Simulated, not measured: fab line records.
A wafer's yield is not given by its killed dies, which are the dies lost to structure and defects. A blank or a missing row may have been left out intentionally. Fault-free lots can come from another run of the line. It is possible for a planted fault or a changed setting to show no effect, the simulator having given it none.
Split-lot trial / flow n5_finfet / route with 1938 steps; 7 lots, 21 wafers read

THE SPLIT
At N5_FIN_SAQP_HM_DEP_03 (deposits SiNx from SiH4/NH3/N2, target thk 38 nm, time 33.6 s), the setting time_s was moved away from the recipe's 33.6 s on 6 of the 21 wafers read, by -12.1% to +14.3%. This setting was run at the recipe's value on the other wafers.

The split's own step is where the reading is taken.

THE READING
SiNx_of_FIN_SAQP_HM_DEP_03.thk_nm (the simulator's own value, which no gauge read), in nm, at N5_FIN_SAQP_HM_DEP_03 (deposits SiNx from SiH4/NH3/N2, target thk 38 nm, time 33.6 s). There is no usual value for it anywhere in the file. The 15 wafers here that ran the recipe average 38.23 nm, standard deviation 0.45 nm.

wafer=L083.1; tool, chamber at the split=pecvd-03, 2; time_s as run, s=38.39; against the recipe=+14.3%; SiNx_of_FIN_SAQP_HM_DEP_03.thk_nm, nm=43.81; against lot-mates on the recipe=+5.30
wafer=L083.3; tool, chamber at the split=pecvd-03, 0; time_s as run, s=33.6; against the recipe=recipe; SiNx_of_FIN_SAQP_HM_DEP_03.thk_nm, nm=38.4; against lot-mates on the recipe=-
wafer=L083.4; tool, chamber at the split=pecvd-03, 2; time_s as run, s=33.6; against the recipe=recipe; SiNx_of_FIN_SAQP_HM_DEP_03.thk_nm, nm=38.62; against lot-mates on the recipe=-
wafer=L085.2; tool, chamber at the split=pecvd-03, 0; time_s as run, s=33.6; against the recipe=recipe; SiNx_of_FIN_SAQP_HM_DEP_03.thk_nm, nm=38.18; against lot-mates on the recipe=-
wafer=L085.3; tool, chamber at the split=pecvd-03, 2; time_s as run, s=36.35; against the recipe=+8.2%; SiNx_of_FIN_SAQP_HM_DEP_03.thk_nm, nm=41.54; against lot-mates on the recipe=+2.81
wafer=L085.6; tool, chamber at the split=pecvd-03, 0; time_s as run, s=33.6; against the recipe=recipe; SiNx_of_FIN_SAQP_HM_DEP_03.thk_nm, nm=39.28; against lot-mates on the recipe=-
wafer=L089.4; tool, chamber at the split=pecvd-03, 2; time_s as run, s=33.6; against the recipe=recipe; SiNx_of_FIN_SAQP_HM_DEP_03.thk_nm, nm=38.27; against lot-mates on the recipe=-
wafer=L089.5; tool, chamber at the split=pecvd-03, 0; time_s as run, s=33.6; against the recipe=recipe; SiNx_of_FIN_SAQP_HM_DEP_03.thk_nm, nm=38.66; against lot-mates on the recipe=-
wafer=L089.6; tool, chamber at the split=pecvd-03, 1; time_s as run, s=33.6; against the recipe=recipe; SiNx_of_FIN_SAQP_HM_DEP_03.thk_nm, nm=38.18; against lot-mates on the recipe=-
wafer=L090.1; tool, chamber at the split=pecvd-01, 0; time_s as run, s=29.52; against the recipe=-12.1%; SiNx_of_FIN_SAQP_HM_DEP_03.thk_nm, nm=33.01; against lot-mates on the recipe=-5.00
wafer=L090.2; tool, chamber at the split=pecvd-01, 2; time_s as run, s=33.6; against the recipe=recipe; SiNx_of_FIN_SAQP_HM_DEP_03.thk_nm, nm=38.01; against lot-mates on the recipe=-
wafer=L090.5; tool, chamber at the split=pecvd-01, 0; time_s as run, s=29.52; against the recipe=-12.1%; SiNx_of_FIN_SAQP_HM_DEP_03.thk_nm, nm=33.43; against lot-mates on the recipe=-4.58
wafer=L092.1; tool, chamber at the split=pecvd-01, 2; time_s as run, s=33.6; against the recipe=recipe; SiNx_of_FIN_SAQP_HM_DEP_03.thk_nm, nm=38.44; against lot-mates on the recipe=-
wafer=L092.2; tool, chamber at the split=pecvd-01, 1; time_s as run, s=33.6; against the recipe=recipe; SiNx_of_FIN_SAQP_HM_DEP_03.thk_nm, nm=37.33; against lot-mates on the recipe=-
wafer=L092.5; tool, chamber at the split=pecvd-01, 1; time_s as run, s=33.6; against the recipe=recipe; SiNx_of_FIN_SAQP_HM_DEP_03.thk_nm, nm=38.13; against lot-mates on the recipe=-
wafer=L094.1; tool, chamber at the split=pecvd-01, 0; time_s as run, s=33.6; against the recipe=recipe; SiNx_of_FIN_SAQP_HM_DEP_03.thk_nm, nm=37.56; against lot-mates on the recipe=-
wafer=L094.4; tool, chamber at the split=pecvd-01, 2; time_s as run, s=37.97; against the recipe=+13.0%; SiNx_of_FIN_SAQP_HM_DEP_03.thk_nm, nm=43.62; against lot-mates on the recipe=+6.06
wafer=L094.5; tool, chamber at the split=pecvd-01, 1; time_s as run, s=37.97; against the recipe=+13.0%; SiNx_of_FIN_SAQP_HM_DEP_03.thk_nm, nm=43.04; against lot-mates on the recipe=+5.48
wafer=L095.2; tool, chamber at the split=pecvd-03, 0; time_s as run, s=33.6; against the recipe=recipe; SiNx_of_FIN_SAQP_HM_DEP_03.thk_nm, nm=37.85; against lot-mates on the recipe=-
wafer=L095.4; tool, chamber at the split=pecvd-03, 1; time_s as run, s=33.6; against the recipe=recipe; SiNx_of_FIN_SAQP_HM_DEP_03.thk_nm, nm=38.12; against lot-mates on the recipe=-
wafer=L095.6; tool, chamber at the split=pecvd-03, 2; time_s as run, s=33.6; against the recipe=recipe; SiNx_of_FIN_SAQP_HM_DEP_03.thk_nm, nm=38.48; against lot-mates on the recipe=-

FIT RESULTS
A straight line over all 21 wafers: SiNx_of_FIN_SAQP_HM_DEP_03.thk_nm changes by +0.4 nm for each +1% of time_s; r = +0.99; the points scatter about the line by 0.42 nm.
The same after taking each lot's own level away (the mean of its wafers on the recipe; 21 wafers): +0.404 nm for each +1%; r = +0.99; scatter 0.39 nm.
On that fit, the largest move of time_s shifts the reading by 5.8 nm.
Across the lots, their own levels run from 37.560 to 38.730 nm, a range of 2.6 times the standard deviation given above.
The two slopes are in agreement: the lot-to-lot level therefore moves the slope only a little.
Check: +5.92 nm against its lot-mates is what the line predicts for one of the wafers moved furthest among these (+14.3%) when that wafer is left out of the fit. Against them it came out at +5.3 nm.

THE OTHER SPLITS THESE WAFERS WENT THROUGH
Note: prior to the reading, these wafers also went through further splits. Each is held against what the fit with the lots' levels taken away leaves over:
other split on the same wafers=N5_ZERO_LAYER_ETCH_18 icp_w; wafers away from the commonest value=7; r with SiNx_of_FIN_SAQP_HM_DEP_03.thk_nm (lot level and that fit taken away)=-0.13
other split on the same wafers=N5_WELL_APT_PEB_06 peb_temp_c; wafers away from the commonest value=7; r with SiNx_of_FIN_SAQP_HM_DEP_03.thk_nm (lot level and that fit taken away)=-0.17
other split on the same wafers=N5_PMOS_HMC_CHANNEL_EPI_PEB_07 peb_time_s; wafers away from the commonest value=5; r with SiNx_of_FIN_SAQP_HM_DEP_03.thk_nm (lot level and that fit taken away)=+0.08

THE WHOLE CHAIN: every reading that the file lists as answering this split, in the file's order
step=N5_FIN_SAQP_HM_DEP_03; what it does=deposits SiNx from SiH4/NH3/N2, target thk 38 nm, time 33.6 s; reading=SiNx_of_FIN_SAQP_HM_DEP_03.thk_nm (the simulator's own value, which no gauge read); change (the file's fit)=+0.395 nm for each +1% of the setting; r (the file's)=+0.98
step=N5_FIN_SAQP_THK_MEAS_05; what it does=; reading=thk_nm; change (the file's fit)=withheld for each +1% of the setting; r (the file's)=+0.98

FILE'S OWN FIT
SiNx_of_FIN_SAQP_HM_DEP_03.thk_nm changes by +0.395 nm for each +1% of time_s, r = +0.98.
